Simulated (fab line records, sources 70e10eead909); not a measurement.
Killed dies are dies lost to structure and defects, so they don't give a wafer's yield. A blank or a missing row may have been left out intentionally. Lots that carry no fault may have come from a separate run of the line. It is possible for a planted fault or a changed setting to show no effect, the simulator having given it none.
fab line records + flow nandHarc
record:
- lots: 6
- wafers: 16
- lastDay: 33
route steps=1302 shown A_BLC@1133 A_M0@1137 END@1302
lots that met no fault: taken from a fault-free run of the same line
startH: the number of hours between the record's first day and the start of the first shown wafer of the lot + waitH: time in hours since the lot's previous step + " same as the row above + L1.1+2: one row covering several wafers at once + - value missing, or start not given + * or withheld: withheld + < > ~ a bound
route shown NAME@n: NAME is a module with steps in the file, n the number in the route of the first one + usual: mean and standard deviation over wafers with no fault + same: alike in all rows + chamber/n: place in a boat + sites: each site's reading + _std_site: standard deviation of those values + _edge_site: inner sites' mean taken away from outer sites' mean + radiusMm: for every site, how far away it sits from the centre of the wafer + mask NAME#n: copy n + behind: the last tool/chamber to shape the wafer + hold: why the lot went on hold/how many hours it stayed there/how the hold came to an end + device: the transistor (n, p or np) that didn't switch + end of line: the same wafers' tests at the end of the route + where a step has no rows: the recipe by itself + killed: the dies lost at the first sort to structure and to defects; this is not the yield of the wafer + map: a wafer's dies, marking killed ones x, the rest . and places with no die _
set.NAME: the setting that was run; set.NAME@STEP: the one run at that earlier step + model.NAME: the simulator's own value behind a step, which no gauge read
lots at selected steps of the route; one table per step, one row per wafer
services: when a tool's chamber went out of use (startH, in hours from the record's first day, below 0 if earlier), for how many hours, and the reason
== steps ==
step: NHARC_A_BLC_CMP_25
recipe:
- tOverpolishS: 30
- targetThkNm: 150
usual:
- motorCurrentA: 12.1/0.92
- overpolishRunS: 29.998/0.0088
- slurryFlowMlMin: 150.0/0.48
- timeToEndpointS: 30/3.6
same:
- tOverpolishS: 30
| lot.wafer | tool   | chamber | startH | waitH | motorCurrentA | overpolishRunS | slurryFlowMlMin | timeToEndpointS |
|-----------|--------|---------|--------|-------|---------------|----------------|-----------------|-----------------|
| L990.3    | cmp-03 | 1       | 520.06 | 0.3   | 12.2          | 29.987         | 150.0           | 28              |
| L990.1    | "      | 0       | "      | "     | 11.4          | 30.011         | 149.6           | 36              |
| L990.5    | "      | 2       | "      | "     | 11.9          | 30.011         | 149.7           | 28              |
| L994.2    | cmp-03 | 3       | 570.06 | 0.5   | 11.6          | 29.994         | 148.7           | 27              |
| L994.4    | "      | 0       | "      | "     | 12.6          | 30.008         | 150.3           | 34              |
| L994.6    | "      | 3       | "      | "     | 12.9          | 29.995         | 149.9           | 28              |
| L106.3    | cmp-03 | 1       | 695.46 | 0.3   | 11.6          | 29.998         | 150.0           | 31              |
| L106.6    | "      | 0       | "      | "     | 11.6          | 29.998         | 150.3           | 35              |
| L105.1    | cmp-03 | 0       | 697.16 | 0.5   | 12.0          | 30.004         | 149.6           | 34              |
| L105.5    | "      | 2       | "      | "     | 11.4          | 30.000         | 150.2           | 32              |
| L108.3    | cmp-02 | 3       | 708.46 | 0.3   | 12.0          | 30.004         | 149.7           | 24              |
| L108.1    | "      | 0       | "      | "     | 11.0          | 29.994         | 151.0           | 31              |
| L108.5    | "      | 3       | "      | "     | 12.5          | 29.994         | 149.7           | 25              |
| L110.1    | cmp-02 | 2       | 739.53 | 0.4   | 11.6          | 30.008         | 150.1           | 31              |
| L110.2    | "      | 3       | "      | "     | 13.0          | 29.993         | 150.0           | 25              |
| L110.6    | "      | 0       | "      | "     | 10.6          | 29.990         | 149.9           | 31              |
step: NHARC_A_BLC_SRD_27
step: NHARC_A_BLC_INSPECT_28
usual:
- rawDefectCount: 529/110
| lot.wafer | tool             | chamber | startH | waitH | rawDefectCount |
|-----------|------------------|---------|--------|-------|----------------|
| L990.1    | defectInspect-02 | -       | 520.46 | 0.1   | 454            |
| L990.3    | "                | -       | "      | "     | 318            |
| L990.5    | "                | -       | "      | "     | 387            |
| L994.2    | defectInspect-02 | -       | 570.46 | 0.1   | 602            |
| L994.4    | "                | -       | "      | "     | 619            |
| L994.6    | "                | -       | "      | "     | 481            |
| L106.3    | defectInspect-01 | -       | 695.82 | 0.1   | 539            |
| L106.6    | "                | -       | "      | "     | 568            |
| L105.1    | defectInspect-02 | -       | 697.48 | 0.1   | 614            |
| L105.5    | "                | -       | "      | "     | 505            |
| L108.1    | defectInspect-01 | -       | 708.84 | 0.1   | 425            |
| L108.3    | "                | -       | "      | "     | 477            |
| L108.5    | "                | -       | "      | "     | 418            |
| L110.1    | defectInspect-01 | -       | 739.91 | 0.1   | 749            |
| L110.2    | "                | -       | "      | "     | 598            |
| L110.6    | "                | -       | "      | "     | 563            |
step: NHARC_A_M0_DEP_00
recipe:
- targetThkA: 1500
- targetThkNm: 150
- tempC: withheld
- pressureTorr: 5
- flowSccm: 200
- rfW: 600
- material: SiOC
step: NHARC_A_M0_DEHYDRATE_01
recipe:
- tempC: 150
- timeS: 120
step: NHARC_A_M0_HMDS_02
recipe:
- timeS: 30
step: NHARC_A_M0_COAT_33
recipe:
- tempC: 200
- timeS: 65
step: NHARC_A_M0_COAT_03
recipe:
- spinRpm: 1500
- resistThkNm: 90
step: NHARC_A_M0_SOFTBAKE_04
recipe:
- tempC: 105
- timeS: 55
step: NHARC_A_M0_EBR_05
step: NHARC_A_M0_EXPOSE_06
recipe:
- na: 1.35
- targetCdNm: 80
- doseMj: 83.25
- maskId: A_M0
step: NHARC_A_M0_PEB_07
recipe:
- pebTempC: 100
- pebTimeS: 65
| lot.wafer  | tool          | chamber | startH | waitH |
|------------|---------------|---------|--------|-------|
| L990.1+3+5 | lithoTrack-01 | 0       | 521.28 | 0.1   |
| L994.2+4+6 | lithoTrack-04 | 0       | 571.16 | 0.1   |
| L106.3+6   | lithoTrack-04 | 0       | 696.65 | 0.0   |
| L105.1+5   | lithoTrack-04 | 0       | 698.44 | 0.1   |
| L108.1+3+5 | lithoTrack-01 | 0       | 709.66 | 0.1   |
| L110.1+2+6 | lithoTrack-06 | 0       | 740.72 | 0.1   |
step: NHARC_A_M0_DEVELOP_08
recipe:
- developTimeS: 35
- devTempC: 23
step: NHARC_A_M0_CD_MEAS_09
recipe:
- targetCdNm: 80
- landingEnergyEv: 500
usual:
- cdNm: 80.1/0.81
| lot.wafer | tool     | chamber | startH | waitH | hold                    | cdNm |
|-----------|----------|---------|--------|-------|-------------------------|------|
| L990.1    | cdSem-03 | 0       | 521.36 | -     | -                       | 80.9 |
| L990.3    | "        | 0       | "      | "     | -                       | 79.6 |
| L990.5    | "        | 0       | "      | "     | -                       | 80.5 |
| L994.2    | cdSem-01 | 0       | 571.24 | -     | -                       | 78.9 |
| L994.4    | "        | 0       | "      | "     | -                       | 78.9 |
| L994.6    | "        | 0       | "      | "     | -                       | 79.0 |
| L106.3    | cdSem-03 | 0       | 696.73 | -     | awaitDispo/0.2h/release | 84.9 |
| L106.6    | "        | 0       | "      | "     | awaitDispo/0.2h/release | 81.5 |
| L106.3    | cdSem-03 | 0       | -      | -     | -                       | 84.9 |
| L106.6    | "        | 0       | "      | "     | -                       | 81.2 |
| L105.1    | cdSem-03 | 0       | 698.52 | -     | awaitDispo/0.2h/release | 86.1 |
| L105.5    | "        | 0       | "      | "     | awaitDispo/0.2h/release | 80.2 |
| L105.1    | cdSem-03 | 0       | -      | -     | -                       | 86.0 |
| L105.5    | "        | 0       | "      | "     | -                       | 80.5 |
| L108.1    | cdSem-02 | 0       | 709.74 | -     | -                       | 80.5 |
| L108.3    | "        | 0       | "      | "     | -                       | 81.3 |
| L108.5    | "        | 0       | "      | "     | -                       | 80.6 |
| L110.1    | cdSem-01 | 0       | 740.80 | -     | -                       | 79.1 |
| L110.2    | "        | 0       | "      | "     | -                       | 79.4 |
| L110.6    | "        | 0       | "      | "     | -                       | 80.3 |
step: NHARC_A_M0_OVL_MEAS_10
recipe:
- pitchNm: 160
usual:
- overlayXNm: 0.1/0.84
- overlayYNm: 0.1/0.85
| lot.wafer | tool       | chamber | startH | waitH | hold                    | overlayXNm | overlayYNm |
|-----------|------------|---------|--------|-------|-------------------------|------------|------------|
| L990.1    | overlay-02 | -       | 521.45 | -     | -                       | 1.4        | 0.7        |
| L990.3    | "          | -       | "      | "     | -                       | 0.9        | 0.1        |
| L990.5    | "          | -       | "      | "     | -                       | 1.4        | 0.5        |
| L994.2    | overlay-01 | -       | 571.32 | -     | -                       | -0.9       | -0.2       |
| L994.4    | "          | -       | "      | "     | -                       | -1.7       | -0.7       |
| L994.6    | "          | -       | "      | "     | -                       | -1.7       | -0.5       |
| L106.3    | overlay-02 | -       | 699.67 | -     | awaitDispo/2.7h/release | -0.3       | -0.8       |
| L106.6    | "          | -       | "      | "     | awaitDispo/2.7h/release | -1.0       | -0.8       |
| L105.1    | overlay-01 | -       | 700.57 | -     | awaitDispo/1.8h/release | -0.6       | 0.5        |
| L105.5    | "          | -       | "      | "     | awaitDispo/1.8h/release | 0.3        | 0.6        |
| L108.1    | overlay-02 | -       | 709.82 | -     | -                       | 0.0        | 1.2        |
| L108.3    | "          | -       | "      | "     | -                       | -0.3       | 1.2        |
| L108.5    | "          | -       | "      | "     | -                       | -0.1       | 1.3        |
| L110.1    | overlay-01 | -       | 740.89 | -     | -                       | -0.9       | 0.0        |
| L110.2    | "          | -       | "      | "     | -                       | -0.7       | -0.3       |
| L110.6    | "          | -       | "      | "     | -                       | -0.4       | 0.0        |
step: NHARC_A_M0_INSPECT_11
usual:
- rawDefectCount: 89/37
| lot.wafer | tool             | chamber | startH | waitH | rawDefectCount |
|-----------|------------------|---------|--------|-------|----------------|
| L990.1    | defectInspect-01 | -       | 521.49 | 0.0   | 19             |
| L990.3    | "                | -       | "      | "     | 20             |
| L990.5    | "                | -       | "      | "     | 19             |
| L994.2    | defectInspect-01 | -       | 571.36 | 0.0   | 116            |
| L994.4    | "                | -       | "      | "     | 116            |
| L994.6    | "                | -       | "      | "     | 107            |
| L106.3    | defectInspect-02 | -       | 699.70 | 0.0   | 96             |
| L106.6    | "                | -       | "      | "     | 87             |
| L105.1    | defectInspect-01 | -       | 700.60 | 0.0   | 60             |
| L105.5    | "                | -       | "      | "     | 69             |
| L108.1    | defectInspect-01 | -       | 709.86 | 0.0   | 110            |
| L108.3    | "                | -       | "      | "     | 130            |
| L108.5    | "                | -       | "      | "     | 115            |
| L110.1    | defectInspect-02 | -       | 740.93 | 0.0   | 79             |
| L110.2    | "                | -       | "      | "     | 98             |
| L110.6    | "                | -       | "      | "     | 85             |
step: NHARC_A_M0_DESCUM_14
recipe:
- timeS: 3
- o2FlowSccm: 200
- arFlowSccm: 0
- biasPowerW: 0
- chemistry: O2
usual:
- drypumpMotorCurrentA: 5.7/0.37
- oesProductAu: 0.996/0.016
- rfVppV: 57.9/0.94
- showerheadPlenumPTorr: 1.93/0.052
- throttleValvePct: 11.312/0.0097
same:
- biasPowerW: 0
| lot.wafer | tool       | chamber | startH | waitH | drypumpMotorCurrentA | oesProductAu | rfHoursCounterH | rfVppV | showerheadPlenumPTorr | throttleValvePct | model.A_M0.cdNm |
|-----------|------------|---------|--------|-------|----------------------|--------------|-----------------|--------|-----------------------|------------------|-----------------|
| L990.3    | rieDiel-06 | 0       | 521.55 | 0.1   | 5.6                  | 0.978        | 2.6             | 58.5   | 1.98                  | 11.304           | 79.35           |
| L990.1    | "          | 1       | "      | "     | 6.7                  | 1.004        | 2.4             | 57.1   | 1.95                  | 11.320           | 81.57           |
| L990.5    | "          | 1       | "      | "     | 6.7                  | 0.998        | -               | 57.4   | 1.95                  | 11.295           | 80.99           |
| L994.2    | rieDiel-01 | 2       | 571.44 | 0.1   | 5.6                  | 0.989        | 0.1             | 57.2   | 1.90                  | 11.305           | 78.43           |
| L994.4    | "          | 3       | "      | "     | 6.0                  | 1.003        | 0.0             | 58.6   | 2.04                  | 11.295           | 79.19           |
| L994.6    | "          | 0       | "      | "     | 6.0                  | 0.990        | -               | 58.2   | 1.89                  | 11.323           | 80.18           |
| L106.3    | rieDiel-09 | 1       | 699.77 | 0.1   | 5.4                  | 1.002        | 1.2             | 58.3   | 1.94                  | 11.308           | 84.96           |
| L106.6    | "          | 0       | "      | "     | 5.5                  | 1.005        | -               | 58.3   | 1.84                  | 11.292           | 82.09           |
| L105.1    | rieDiel-01 | 3       | 700.69 | 0.1   | 6.0                  | 0.999        | 5.6             | 58.7   | 2.04                  | 11.306           | 85.75           |
| L105.5    | "          | 1       | "      | "     | 5.4                  | 1.022        | -               | 58.5   | 1.95                  | 11.300           | 80.33           |
| L108.1    | rieDiel-09 | 2       | 709.92 | 0.1   | 5.8                  | 0.999        | 0.8             | 59.0   | 1.89                  | 11.307           | 81.76           |
| L108.3    | "          | 3       | "      | "     | 5.5                  | 0.977        | 1.0             | 57.5   | 1.97                  | 11.290           | 81.41           |
| L108.5    | "          | 3       | "      | "     | 5.5                  | 0.973        | -               | 58.7   | 1.97                  | 11.314           | 80.51           |
| L110.2    | rieDiel-09 | 2       | 741.00 | 0.1   | 5.8                  | 1.004        | 1.9             | 57.8   | 1.89                  | 11.322           | 80.03           |
| L110.1    | "          | 3       | "      | "     | 5.5                  | 0.986        | 3.9             | 59.6   | 1.97                  | 11.316           | 78.77           |
| L110.6    | "          | 2       | "      | "     | 5.7                  | 1.004        | -               | 57.5   | 1.89                  | 11.313           | 80.67           |
step: NHARC_A_M0_ETCH_34
recipe:
- targetDepthA: 400
- overetchA: 120
- timeS: 43.94
- ionEnergyEv: 200
- n2FlowSccm: 150
- h2FlowSccm: 150
- arFlowSccm: 0
- rfW: 400
- biasW: 150
- chemistry: N2/H2
usual:
- drypumpMotorCurrentA: 5.8/0.37
- oesProductAu: 0.996/0.016
- rfVppV: 431.1/1.8
- showerheadPlenumPTorr: 2.06/0.061
- throttleValvePct: 14.171/0.0099
| lot.wafer | tool       | chamber | startH | waitH | drypumpMotorCurrentA | oesProductAu | rfHoursCounterH | rfVppV | showerheadPlenumPTorr | throttleValvePct |
|-----------|------------|---------|--------|-------|----------------------|--------------|-----------------|--------|-----------------------|------------------|
| L990.1    | rieDiel-06 | 1       | 521.63 | 0.1   | 6.7                  | 1.005        | 2.4             | 432.2  | 2.08                  | 14.178           |
| L990.3    | "          | 0       | "      | "     | 5.6                  | 0.974        | 2.6             | 431.8  | 2.11                  | 14.178           |
| L990.5    | "          | 1       | "      | "     | 6.7                  | 0.998        | -               | 432.4  | 2.08                  | 14.175           |
| L994.4    | rieDiel-01 | 3       | 571.51 | 0.1   | 6.0                  | 1.003        | 0.0             | 435.2  | 2.18                  | 14.164           |
| L994.2    | "          | 2       | "      | "     | 5.6                  | 0.970        | 0.1             | 430.6  | 2.02                  | 14.167           |
| L994.6    | "          | 0       | "      | "     | 6.0                  | 0.983        | -               | 429.7  | 2.02                  | 14.186           |
| L106.3    | rieDiel-09 | 0       | 699.87 | 0.1   | 5.5                  | 1.000        | 1.2             | 428.8  | 1.96                  | 14.169           |
| L106.6    | "          | 1       | "      | "     | 5.4                  | 1.005        | -               | 432.1  | 2.07                  | 14.172           |
| L105.1    | rieDiel-01 | 0       | 700.77 | 0.1   | 6.0                  | 0.981        | 6.0             | 430.3  | 2.01                  | 14.185           |
| L105.5    | "          | 2       | "      | "     | 5.6                  | 0.989        | -               | 430.0  | 2.02                  | 14.157           |
| L108.3    | rieDiel-09 | 3       | 710.01 | 0.1   | 5.5                  | 0.990        | 1.0             | 432.2  | 2.10                  | 14.171           |
| L108.1    | "          | 0       | "      | "     | 5.5                  | 1.006        | 1.5             | 427.5  | 1.96                  | 14.151           |
| L108.5    | "          | 3       | "      | "     | 5.5                  | 0.991        | -               | 433.4  | 2.10                  | 14.178           |
| L110.1    | rieDiel-09 | 2       | 741.09 | 0.1   | 5.8                  | 1.003        | 1.9             | 430.4  | 2.02                  | 14.177           |
| L110.2    | "          | 1       | "      | "     | 5.4                  | 1.009        | 4.1             | 431.8  | 2.06                  | 14.167           |
| L110.6    | "          | 3       | "      | "     | 5.5                  | 0.991        | -               | 431.4  | 2.10                  | 14.184           |
step: NHARC_A_M0_ETCH_15
recipe:
- targetDepthA: 1500
- overetchA: 150
- timeS: 82.5
- c4f8FlowSccm: withheld
- arFlowSccm: 400
- rfW: 600
- biasW: 300
- chemistry: C4F8/Ar
usual:
- oesProductAu: 0.943/0.024
- rfVppV: 441.5/2
| lot.wafer | tool       | chamber | startH | waitH | oesProductAu | rfHoursCounterH | rfVppV | model.A_M0.cdNm |
|-----------|------------|---------|--------|-------|--------------|-----------------|--------|-----------------|
| L990.3    | rieDiel-06 | 3       | -      | -     | 0.979        | 2.2             | 443.4  | 78.89           |
| L990.1    | "          | 1       | "      | "     | 0.957        | 2.4             | 441.7  | 81.28           |
| L990.5    | "          | 2       | "      | "     | 0.946        | -               | 437.9  | 80.45           |
| L994.4    | rieDiel-01 | 2       | -      | -     | 0.963        | 0.1             | 439.2  | 78.89           |
| L994.2    | "          | 3       | "      | "     | 0.972        | 0.1             | 445.5  | 77.39           |
| L994.6    | "          | 2       | "      | "     | 0.953        | -               | 441.6  | 79.8            |
| L106.3    | rieDiel-09 | 0       | -      | -     | 0.965        | 1.3             | 439.6  | 85.01           |
| L106.6    | "          | 1       | "      | "     | 0.964        | -               | 441.3  | 81.68           |
| L105.1    | rieDiel-01 | 0       | -      | -     | 0.900        | 6.0             | 439.8  | 85.55           |
| L105.5    | "          | 2       | "      | "     | 0.907        | -               | 440.8  | 79.98           |
| L108.1    | rieDiel-09 | 2       | -      | -     | 0.930        | 0.9             | 439.6  | 81.89           |
| L108.3    | "          | 3       | "      | "     | 0.912        | 1.0             | 443.1  | 80.53           |
| L108.5    | "          | 1       | "      | "     | 0.929        | -               | 441.9  | 79.52           |
| L110.2    | rieDiel-09 | 1       | -      | -     | 0.966        | 4.1             | 441.3  | 80.26           |
| L110.1    | "          | 2       | "      | "     | 0.930        | 1.9             | 441.2  | 78.96           |
| L110.6    | "          | 2       | "      | "     | 0.920        | -               | 439.5  | 80.17           |
step: NHARC_A_M0_CD_MEAS_16
usual:
- cdNm: 80.3/1.1
| lot.wafer | tool     | chamber | startH | waitH | hold                    | cdNm |
|-----------|----------|---------|--------|-------|-------------------------|------|
| L990.1    | cdSem-02 | -       | 521.85 | -     | -                       | 80.8 |
| L990.3    | "        | -       | "      | "     | -                       | 79.1 |
| L990.5    | "        | -       | "      | "     | -                       | 80.2 |
| L994.2    | cdSem-01 | -       | 571.72 | -     | -                       | 77.4 |
| L994.4    | "        | -       | "      | "     | -                       | 78.8 |
| L994.6    | "        | -       | "      | "     | -                       | 80.1 |
| L106.3    | cdSem-03 | -       | 700.07 | -     | awaitDispo/0.2h/release | 84.8 |
| L106.6    | "        | -       | "      | "     | awaitDispo/0.2h/release | 81.7 |
| L106.3    | cdSem-03 | -       | 700.25 | 0.2   | -                       | 85.4 |
| L106.6    | "        | -       | "      | "     | -                       | 81.6 |
| L105.1    | cdSem-03 | -       | 700.97 | -     | awaitDispo/0.2h/release | 85.1 |
| L105.5    | "        | -       | "      | "     | awaitDispo/0.2h/release | 80.0 |
| L105.1    | cdSem-03 | -       | 701.15 | 0.2   | -                       | 85.6 |
| L105.5    | "        | -       | "      | "     | -                       | 79.7 |
| L108.1    | cdSem-02 | -       | 710.22 | -     | -                       | 81.9 |
| L108.3    | "        | -       | "      | "     | -                       | 80.4 |
| L108.5    | "        | -       | "      | "     | -                       | 79.5 |
| L110.1    | cdSem-01 | -       | 741.33 | -     | -                       | 78.8 |
| L110.2    | "        | -       | "      | "     | -                       | 80.8 |
| L110.6    | "        | -       | "      | "     | -                       | 80.0 |
step: NHARC_END_SORT_01
recipe:
- tempC: 25
usual:
- defectLimitedYield: 90/3.1
- killedAtArray: 59/20
- killedAtOther: 0.8/1.1
- killedAtPeriphery: 5/3.1
- killedDies: 64/21
- killedOpen: 3.4/1.9
- killedShort: 2.3/1.7
same:
- grossDies: 677
| lot.wafer | tool      | chamber | startH | waitH | defectLimitedYield[%] | killedAtArray | killedAtOther | killedAtPeriphery | killedDies | killedOpen | killedShort |
|-----------|-----------|---------|--------|-------|-----------------------|---------------|---------------|-------------------|------------|------------|-------------|
| L994.2    | prober-01 | 0       | 610.66 | 2.8   | 88                    | 80            | 0             | 0                 | 80         | 4          | 0           |
| L994.4    | prober-01 | 0       | 612.26 | 3.4   | 88                    | 75            | 0             | 3                 | 78         | 2          | 5           |
| L994.6    | prober-01 | 0       | 613.85 | 4.0   | 90                    | 69            | 1             | 1                 | 71         | 0          | 1           |
| L105.1    | prober-02 | 0       | 748.64 | 2.5   | 91                    | 50            | 1             | 8                 | 59         | 6          | 4           |
| L105.5    | prober-02 | 0       | 751.80 | 3.7   | 93                    | 41            | 1             | 8                 | 50         | 4          | 1           |
| L106.3    | prober-01 | 0       | 755.14 | 3.1   | 88                    | 71            | 0             | 9                 | 80         | 7          | 0           |
| L106.6    | prober-01 | 0       | 757.56 | 4.0   | 91                    | 62            | 0             | 1                 | 63         | 2          | 3           |
killed by level:class
L994.2 A_CHANNEL_HOLE_D1:chamberFilmFlake=33 A_SLIT:chamberFilmFlake=31 A_CHANNEL_HOLE_D2:chamberFilmFlake=6 A_CHANNEL_FILL_D2:geometricParticle:open=2 A_M0:geometricParticle:open=2 A_STAIRCASE:chamberFilmFlake=2 A_CONTACT:chamberFilmFlake=2 A_ZERO_WELL:chamberFilmFlake=1
L994.4 A_CHANNEL_HOLE_D1:chamberFilmFlake=29 A_SLIT:chamberFilmFlake=23 A_CHANNEL_HOLE_D2:chamberFilmFlake=13 A_CHANNEL_FILL_D1:geometricParticle:short=3 A_M0:chamberFilmFlake=3 P_CONTACT:geometricParticle:open=1 P_M0:geometricParticle:short=1 A_ONON_D2:geometricParticle:open=1
L994.6 A_CHANNEL_HOLE_D1:chamberFilmFlake=31 A_SLIT:chamberFilmFlake=23 A_CHANNEL_HOLE_D2:chamberFilmFlake=9 A_CONTACT:chamberFilmFlake=2 A_ONON_D2:geometricParticle:short=1 P_M2:chamberFilmFlake=1 A_DECK1_JOINT:chamberFilmFlake=1 A_STAIRCASE:chamberFilmFlake=1
L105.1 A_CHANNEL_HOLE_D2:chamberFilmFlake=24 A_CONTACT:chamberFilmFlake=8 A_CHANNEL_HOLE_D1:chamberFilmFlake=6 A_CHANNEL_FILL_D1:chamberFilmFlake=3 A_SLIT:chamberFilmFlake=3 P_STI:chamberFilmFlake=2 P_GATE:chamberFilmFlake=2 P_GATE:geometricParticle:short=1
L105.5 A_CHANNEL_HOLE_D2:chamberFilmFlake=18 A_CONTACT:chamberFilmFlake=4 A_CHANNEL_FILL_D1:chamberFilmFlake=4 A_STAIRCASE:chamberFilmFlake=4 A_SLIT:chamberFilmFlake=4 P_STI:chamberFilmFlake=3 P_GATE:chamberFilmFlake=2 A_CHANNEL_HOLE_D1:chamberFilmFlake=2
L106.3 A_CHANNEL_HOLE_D1:chamberFilmFlake=36 A_STAIRCASE:chamberFilmFlake=18 A_CONTACT:chamberFilmFlake=6 P_CONTACT:geometricParticle:open=3 P_ZERO_WELL:chamberFilmFlake=3 A_SLIT:chamberFilmFlake=3 P_STI:chamberFilmFlake=2 A_CHANNEL_HOLE_D2:chamberFilmFlake=2
L106.6 A_CHANNEL_HOLE_D1:chamberFilmFlake=35 A_STAIRCASE:chamberFilmFlake=9 A_SLIT:chamberFilmFlake=4 A_CHANNEL_HOLE_D2:chamberFilmFlake=3 A_CONTACT:chamberFilmFlake=3 A_ONON_D1:geometricParticle:short=2 A_BLC:chamberFilmFlake=2 A_CHANNEL_HOLE_D1:geometricParticle:open=1
== services ==
| tool       | chamber | startH | hours | kind   |
|------------|---------|--------|-------|--------|
| rieDiel-09 | -       | 497.36 | 9.0   | pm     |
| rieDiel-09 | -       | 528.83 | 1.9   | repair |
| cmp-03     | -       | 554.08 | 4.0   | pm     |
| rieDiel-01 | -       | 557.93 | 9.0   | pm     |
| rieDiel-01 | 1       | 586.07 | 6.8   | repair |
| cmp-03     | -       | 609.71 | 3.0   | repair |
| rieDiel-01 | 3       | 616.09 | 7.3   | repair |
| rieDiel-09 | 1       | 617.28 | 15.0  | repair |
| cmp-03     | -       | 650.79 | 1.1   | repair |
| cmp-03     | -       | 652.08 | 4.0   | pm     |
| rieDiel-06 | 2       | 660.39 | 10.5  | repair |
| rieDiel-06 | -       | 661.20 | 9.0   | pm     |
| cmp-03     | -       | 662.08 | 5.3   | repair |
| rieDiel-09 | 1       | 673.16 | 6.1   | repair |
| rieDiel-09 | -       | 674.36 | 9.0   | pm     |
| cmp-03     | -       | 674.46 | 2.6   | repair |
| rieDiel-09 | 2       | 688.08 | 4.9   | repair |
| rieDiel-01 | 2       | 690.26 | 2.0   | repair |
| cmp-03     | -       | 705.55 | 4.1   | repair |
| cmp-03     | -       | 716.68 | 0.4   | repair |
| rieDiel-09 | 0       | 722.75 | 35.1  | repair |
| rieDiel-09 | 2       | 725.60 | 14.1  | repair |
| rieDiel-06 | 2       | 731.53 | 22.5  | repair |
| rieDiel-06 | 3       | 738.03 | 3.6   | repair |
== key ==
firstSign:
- step: NHARC_A_M0_CD_MEAS_09
- reading: visit
- direction: added
effect:
- step: NHARC_A_M0_CD_MEAS_09
- reading: cdNm
- direction: up
- sigmas: 6.6
- usual: 80.1
- struck: 85.5
effect:
- step: NHARC_A_M0_CD_MEAS_16
- reading: visit
- direction: added
modelEffect:
- step: NHARC_A_M0_DESCUM_14
- value: A_M0.cdNm
- without: 80.76
- struck: 85.36
modelEffect:
- step: NHARC_A_M0_ETCH_15
- value: A_M0.cdNm
- without: 80.71
- struck: 85.28
metAt NHARC_A_M0_PEB_07
struckWafers L105.1,L106.3
onsetBetween 571.16 696.65
fault:
- kind: processParameterDrift
- tool: lithoTrack-04
- chamber: -
- onsetH: 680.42
- steps: NHARC_A_M0_PEB_07
- channel: pebTimeS
- offset: *
- shape: step
- endH: 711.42
- scope: struckWafersOnly
- actsIn: *
- stated: *
